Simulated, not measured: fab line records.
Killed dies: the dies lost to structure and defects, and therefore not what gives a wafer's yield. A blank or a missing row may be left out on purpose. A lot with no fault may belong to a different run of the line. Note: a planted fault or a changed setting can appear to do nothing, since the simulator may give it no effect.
Which tool is to blame? -- flow n5Finfet -- Sampling: 9 lots, 27 wafers, 7 of 1938 route steps

## WHAT EACH GAUGE READ, for each wafer
N5_STI_FIN_REVEAL_INSPECT_13: inspects for defects (darkfield). Usual: rawDefectCount 12, standard deviation 4.8.
lot,measured,on,rawDefectCount,flag
L314,day 2 13:59,defectInspect-02,9 6 12,
L318,day 3 15:14,defectInspect-02,17 22 14,
L323,day 4 20:43,defectInspect-01,15 10 7,
L324,day 5 02:32,defectInspect-02,6 12 3,
L325,day 5 07:11,defectInspect-02,11 13 12,
L331,day 6 19:58,defectInspect-02,11 12 12,
L332,day 7 01:34,defectInspect-02,25 23 21,
L336,day 8 00:29,defectInspect-01,5 18 10,
L337,day 8 06:52,defectInspect-02,8 7 13,

N5_DUMMY_GATE_CD_MEAS_50 targets a cd of 14 nm. Usual: cdNm 14.02 nm, standard deviation 0.29.
lot,measured,on,cdNm (nm),flag
L314,day 3 01:06,cdSem-01,13.94 13.63 13.87,
L318,day 4 00:17,cdSem-01,14.09 13.71 13.19,
L323,day 5 05:50,cdSem-02,23.23 22.96 23.32,OFF
L324,day 5 12:20,cdSem-03,23.32 22.90 22.65,OFF
L325,day 5 16:11,cdSem-01,23.04 23.27 23.12,OFF
L331,day 7 05:05,cdSem-01,14.08 14.52 14.19,
L332,day 7 11:34,cdSem-02,14.33 13.73 14.02,
L336,day 8 10:04,cdSem-03,14.17 14.13 14.11,
L337,day 8 16:18,cdSem-02,14.28 14.85 14.05,

N5_DUMMY_GATE_CD_MEAS_24 targets a cd of 15 nm. Usual: cdNm 15.1 nm, standard deviation 0.33.
lot,measured,on,cdNm (nm),flag
L314,day 3 01:36,cdSem-03,14.7 14.9 15.7,
L318,day 4 00:49,cdSem-03,15.1 14.9 14.4,
L323,day 5 06:19,cdSem-03,24.2 24.5 24.5,OFF
L324,day 5 12:49,cdSem-03,24.0 24.0 23.8,OFF
L325,day 5 16:40,cdSem-01,23.8 24.6 23.9,OFF
L331,day 7 05:35,cdSem-01,15.6 15.2 15.1,
L332,day 7 12:10,cdSem-01,15.0 14.3 14.9,
L336,day 8 10:33,cdSem-01,15.1 15.4 15.1,
L337,day 8 16:55,cdSem-03,15.5 15.4 14.7,

N5_BEOL_M4_RC_MEAS_101. Usual: DIBL_N 36.3 mV/V, standard deviation 1.2; DIBL_P 36.3 mV/V, standard deviation 1.4; IOFF_N 0.160 nA/um, standard deviation 0.02; IOFF_P 0.210 nA/um, standard deviation 0.025; ION_N 675 uA/um, standard deviation 9.5; ION_P 462 uA/um, standard deviation 7; SS_N 71.5 mV/dec, standard deviation 0.53; SS_P 73.4 mV/dec, standard deviation 0.55; VT_N 249.5 mV, standard deviation 2.6; VT_P -250.1 mV, standard deviation 2.9.
lot,measured,on,DIBL_N (mV/V),DIBL_P (mV/V),IOFF_N (nA/um),IOFF_P (nA/um),ION_N (uA/um),ION_P (uA/um),SS_N (mV/dec),SS_P (mV/dec),VT_N (mV),VT_P (mV),flag
L314,day 9 03:32,prober-01,36.1 35.3 34.3,36.3 35.3 34.0,0.164 0.164 0.140,0.226 0.217 0.194,678 682 667,466 462 458,71.2 71.3 70.9,72.9 73.2 73.2,249.9 249.6 252.4,-248.1 -246.8 -250.2,
L318,day 10 00:52,prober-01,37.5 37.3 39.3,36.8 36.6 38.2,0.145 0.143 0.168,0.188 0.180 0.201,653 662 665,450 453 455,71.6 71.6 72.5,73.6 73.6 73.5,254.1 252.0 250.0,-254.0 -252.6 -252.0,
L331,day 15 05:05,prober-02,37.2 35.2 37.3,34.9 33.0 35.3,0.162 0.126 0.164,0.192 0.172 0.212,673 674 678,456 459 460,71.7 71.4 71.6,73.2 73.3 73.9,248.4 256.2 250.0,-251.6 -251.6 -249.3,
L332,day 15 02:28,prober-02,36.9 39.5 38.2,37.5 40.0 38.9,0.162 0.206 0.186,0.215 0.265 0.236,668 685 674,463 464 457,71.9 71.7 71.6,73.5 74.6 74.7,250.5 248.3 249.9,-248.9 -246.1 -248.1,
L336,day 16 03:17,prober-02,35.3 34.8 34.6,36.4 34.8 35.8,0.154 0.143 0.151,0.208 0.183 0.206,679 683 691,472 466 466,71.6 70.8 71.3,72.7 72.7 72.1,247.8 248.7 250.1,-249.9 -250.5 -247.9,
L337,day 15 20:00,prober-01,33.8 35.6 36.2,35.9 36.3 37.2,0.157 0.190 0.183,0.187 0.194 0.204,675 668 668,459 452 452,70.8 71.2 71.7,73.3 73.7 74.0,248.4 248.9 250.5,-252.7 -254.3 -252.4,

## WHAT TOOL EACH LOT RAN ON (gives the tool, then ch and the chambers of the sampled wafers, and finally the start)
lot,N5_DUMMY_GATE_ETCH_29,N5_DUMMY_GATE_TRIM_49,N5_DUMMY_GATE_ETCH_42
L314,"rieDiel-04 ch 1,2,3, day 3 00:47","rieSi-02 ch 0,3, day 3 00:57","rieDiel-02 ch 0,1, day 3 01:40"
L318,"rieDiel-02 ch 0,3, day 3 23:59","rieSi-02 ch 0,1,2, day 4 00:09","rieDiel-01 ch 0,2,3, day 4 00:53"
L323,"rieDiel-04 ch 0,1, day 5 05:31","rieSi-02 ch 1,2, day 5 05:41","rieDiel-04 ch 0,1, day 5 06:22"
L324,"rieDiel-02 ch 0,2,3, day 5 12:01","rieSi-04 ch 0,1,3, day 5 12:11","rieDiel-02 ch 0,1,3, day 5 13:11"
L325,"rieDiel-02 ch 1,2,3, day 5 15:52","rieSi-04 ch 0,1,3, day 5 16:02","rieDiel-02 ch 0,2, day 5 16:43"
L331,"rieDiel-01 ch 0,1,3, day 7 04:47","rieSi-02 ch 0,2, day 7 04:56","rieDiel-01 ch 1,2,3, day 7 05:38"
L332,"rieDiel-04 ch 1,2,3, day 7 11:08","rieSi-04 ch 0,1,2, day 7 11:17","rieDiel-04 ch 0,2, day 7 12:12"
L336,"rieDiel-02 ch 0,1,2, day 8 09:45","rieSi-04 ch 0,2, day 8 09:55","rieDiel-04 ch 0,1,2, day 8 10:36"
L337,"rieDiel-04 ch 2,3, day 8 15:58","rieSi-05 ch 0,1,2, day 8 16:08","rieDiel-02 ch 0,1,2, day 8 17:00"
- N5_DUMMY_GATE_ETCH_29: etches underlayer in N2/H2, target depth 13 nm.
- N5_DUMMY_GATE_TRIM_49: chemistry O2, time 29 s, target cd 14 nm.
- N5_DUMMY_GATE_ETCH_42: etches SiO2 in CHF3/O2, target depth 3.5 nm, time 31 s.

## WHAT THE TOOLS THEMSELVES READ (means of the sampled wafers that have a number; where no wafer has one, the mark that the record gives instead)
N5_DUMMY_GATE_ETCH_29. Usual: drypumpMotorCurrentA 5.4 A, standard deviation 0.44; h2FlowSccm 200.0 sccm, standard deviation 0.57; oesProductAu 0.77 a.u., standard deviation 0.062; rfVppV 525.7 V, standard deviation 2.3; showerheadPlenumPTorr 2.62 Torr, standard deviation 0.077; throttleValvePct 17.92 %, standard deviation 0.26.
lot,tool,drypumpMotorCurrentA (A),h2FlowSccm (sccm),oesProductAu (a.u.),rfVppV (V),showerheadPlenumPTorr (Torr),throttleValvePct (%),flag
L314,rieDiel-04,5.8,200.2,0.75,522.2,2.51,17.81,
L318,rieDiel-02,5.4,200.2,0.81,527.4,2.68,17.69,
L323,rieDiel-04,6.1,199.8,0.70,523.5,2.55,18.10,
L324,rieDiel-02,5.1,200.1,0.81,526.9,2.68,17.98,
L325,rieDiel-02,5.1,200.4,0.83,528.1,2.68,17.86,
L331,rieDiel-01,5.3,199.8,0.73,526.1,2.64,17.88,
L332,rieDiel-04,5.8,199.8,0.73,522.4,2.50,17.87,
L336,rieDiel-02,5.0,199.6,0.76,527.2,2.66,18.03,
L337,rieDiel-04,5.6,199.4,0.75,524.6,2.53,17.83,

N5_DUMMY_GATE_TRIM_49. Usual: O2_flow_sccm 100.0 sccm, standard deviation 0.31; drypumpMotorCurrentA 5.5 A, standard deviation 0.36; oesProductAu 0.998 a.u., standard deviation 0.015; throttleValvePct 8.08 %, standard deviation 0.13.
lot,tool,O2_flow_sccm (sccm),drypumpMotorCurrentA (A),oesProductAu (a.u.),throttleValvePct (%),flag
L314,rieSi-02,100.0,5.6,0.980,8.29,
L318,rieSi-02,100.0,5.6,0.997,8.15,
L323,rieSi-02,-,-,-,-,OFF
L324,rieSi-04,-,-,-,-,OFF
L325,rieSi-04,-,-,-,-,OFF
L331,rieSi-02,99.7,5.7,0.993,8.24,
L332,rieSi-04,99.9,5.3,0.999,8.03,
L336,rieSi-04,99.8,5.0,0.997,8.05,
L337,rieSi-05,99.8,5.9,1.005,7.94,

N5_DUMMY_GATE_ETCH_42. Usual: for drypumpMotorCurrentA, 5.2 A with a standard deviation of 0.39; for mfcArSccm, 200.0 sccm with a standard deviation of 0.62; for oes_f_703_au, 0.78 a.u. with a standard deviation of 0.06; for oesProductAu, 0.78 a.u. with a standard deviation of 0.059; for rfVppV, 42.8 V with a standard deviation of 0.91; for showerheadPlenumPTorr, 2.50 Torr with a standard deviation of 0.054; for throttleValvePct, 18.79 % with a standard deviation of 0.25.
lot,tool,drypumpMotorCurrentA (A),mfcArSccm (sccm),oes_f_703_au (a.u.),oesProductAu (a.u.),rfVppV (V),showerheadPlenumPTorr (Torr),throttleValvePct (%),flag
L314,rieDiel-02,5.0,200.0,0.75,0.75,42.8,2.51,18.73,
L318,rieDiel-01,5.0,200.2,0.78,0.78,41.8,2.48,18.65,
L323,rieDiel-04,6.1,199.4,0.70,0.70,42.6,2.36,18.92,
L324,rieDiel-02,5.2,199.7,0.77,0.78,42.3,2.52,18.65,
L325,rieDiel-02,5.0,200.2,0.77,0.76,42.4,2.51,18.96,
L331,rieDiel-01,5.1,199.6,0.74,0.73,43.3,2.46,18.86,
L332,rieDiel-04,5.9,199.1,0.70,0.71,41.8,2.45,19.03,
L336,rieDiel-04,5.9,199.5,0.69,0.69,42.6,2.39,18.96,
L337,rieDiel-02,5.0,199.5,0.76,0.76,42.4,2.51,18.90,

## THE ANSWER, worked out from the rows above alone
Rule: take the mean of a lot's wafers that have a number; if it is more than 3 standard deviations from the usual mean, the lot is off. Also off: a lot with no number at a reading for which 4 or more lots have one. Any other lot the step has rows for is counted as sound. After the gauges, taken in route order, come the tools' own readings; for these a lot's mean is taken, as printed above. At the first step where some lot is off, the reading lying furthest off is the one used; lots without a number count as furthest.
Off, at N5_DUMMY_GATE_CD_MEAS_50 on cdNm: L323, L324, L325.
A tool fits if, at a process step before that reading, it ran every lot that is off, and no sound lot after the first of them. Not tried: the gauges at N5_DUMMY_GATE_CD_MEAS_50; whatever is off there is also off at N5_DUMMY_GATE_TRIM_49, on other tools, and gauge error can't account for it. Of those tried, none fits.

## WHAT WAS PUT IN BY THE SIMULATOR
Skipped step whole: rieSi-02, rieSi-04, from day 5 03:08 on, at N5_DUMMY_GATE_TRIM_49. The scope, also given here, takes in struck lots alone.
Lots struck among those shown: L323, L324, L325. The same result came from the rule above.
